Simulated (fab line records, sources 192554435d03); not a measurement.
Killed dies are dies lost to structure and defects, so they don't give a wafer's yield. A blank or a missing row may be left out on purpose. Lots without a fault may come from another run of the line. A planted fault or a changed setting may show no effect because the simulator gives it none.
Chamber matching | flow n5_finfet | N5_BEOL_M5_ETCH_68 on rie_diel-06: 4 sister chambers
The step etches SOC in N2/H2, target depth 80 nm, overetch 16 nm, time 120 s. 20 wafers are shown with their chamber, then 10 later ones without.

WAFERS WITH THEIR CHAMBER
wafer  | chamber | showerhead_plenum_p_Torr (Torr) | throttle_valve_pct (%) | drypump_motor_current_A (A)
L074.3 | 1       | 2.65                            | 18.0                   | 5.42
L074.4 | 3       | 2.47                            | 17.3                   | 5.86
L074.6 | 1       | 2.65                            | 18.0                   | 5.41
L076.3 | 3       | 2.46                            | 17.3                   | 5.86
L076.5 | 3       | 2.46                            | 17.3                   | 5.87
L076.6 | 2       | 2.54                            | 18.1                   | 5.85
L077.1 | 0       | 2.50                            | 17.9                   | 6.09
L077.2 | 1       | 2.65                            | 18.0                   | 5.43
L077.6 | 1       | 2.65                            | 18.0                   | 5.40
L078.3 | 3       | 2.46                            | 17.3                   | 5.87
L078.5 | 3       | 2.46                            | 17.3                   | 5.87
L078.6 | 2       | 2.54                            | 18.1                   | 5.82
L082.4 | 0       | 2.50                            | 17.9                   | 6.14
L082.5 | 0       | 2.50                            | 17.9                   | 6.12
L082.6 | 1       | 2.64                            | 18.0                   | 5.41
L086.1 | 0       | 2.50                            | 17.9                   | 6.08
L086.2 | 3       | 2.46                            | 17.3                   | 5.85
L086.3 | 2       | 2.54                            | 18.2                   | 5.85
L087.1 | 0       | 2.50                            | 17.9                   | 6.09
L087.4 | 3       | 2.46                            | 17.3                   | 5.88

SIGNATURES (means of the wafers above)
reading                  | chamber 0 | chamber 1 | chamber 2 | chamber 3 | scatter within a chamber
showerhead_plenum_p_Torr | 2.5000    | 2.6480    | 2.5400    | 2.4614    | 0.00322
throttle_valve_pct       | 17.900    | 18.000    | 18.133    | 17.300    | 0.0204
drypump_motor_current_A  | 6.1040    | 5.4140    | 5.8400    | 5.8657    | 0.0162
Rule: a wafer's distance from a chamber is the root of the sum, over the readings, of the square of ((its reading less the chamber's mean) divided by the reading's scatter). The wafer belongs to the nearest chamber; if the next one is less than 2 further off, it can't be placed. The scatter: the root of (the sum of the squares of (reading less its chamber's mean) over the shown wafers, divided by (wafers less chambers)).

WAFERS WITHOUT THEIR CHAMBER
wafer  | showerhead_plenum_p_Torr (Torr) | throttle_valve_pct (%) | drypump_motor_current_A (A)
L087.5 | 2.50                            | 17.9                   | 6.11
L096.1 | 2.53                            | 18.2                   | 5.81
L096.2 | 2.63                            | 18.0                   | 5.42
L096.3 | 2.49                            | 17.9                   | 6.12
L096.4 | 2.45                            | 17.3                   | 5.87
L096.5 | 2.45                            | 17.3                   | 5.87
L096.6 | 2.49                            | 17.9                   | 6.09
L097.2 | 2.45                            | 17.3                   | 5.86
L097.3 | 2.53                            | 18.2                   | 5.84
L097.5 | 2.45                            | 17.3                   | 5.87

WHICH CHAMBER EACH WENT THROUGH
wafer  | from the rows above | in truth
L087.5 | 0                   | 0
L096.1 | 2                   | 2
L096.2 | 1                   | 1
L096.3 | 0                   | 0
L096.4 | 3                   | 3
L096.5 | 3                   | 3
L096.6 | 0                   | 0
L097.2 | 3                   | 3
L097.3 | 2                   | 2
L097.5 | 3                   | 3
Placed correctly: 10 of 10. Can't be placed from these rows: 0. Placed wrongly: 0.
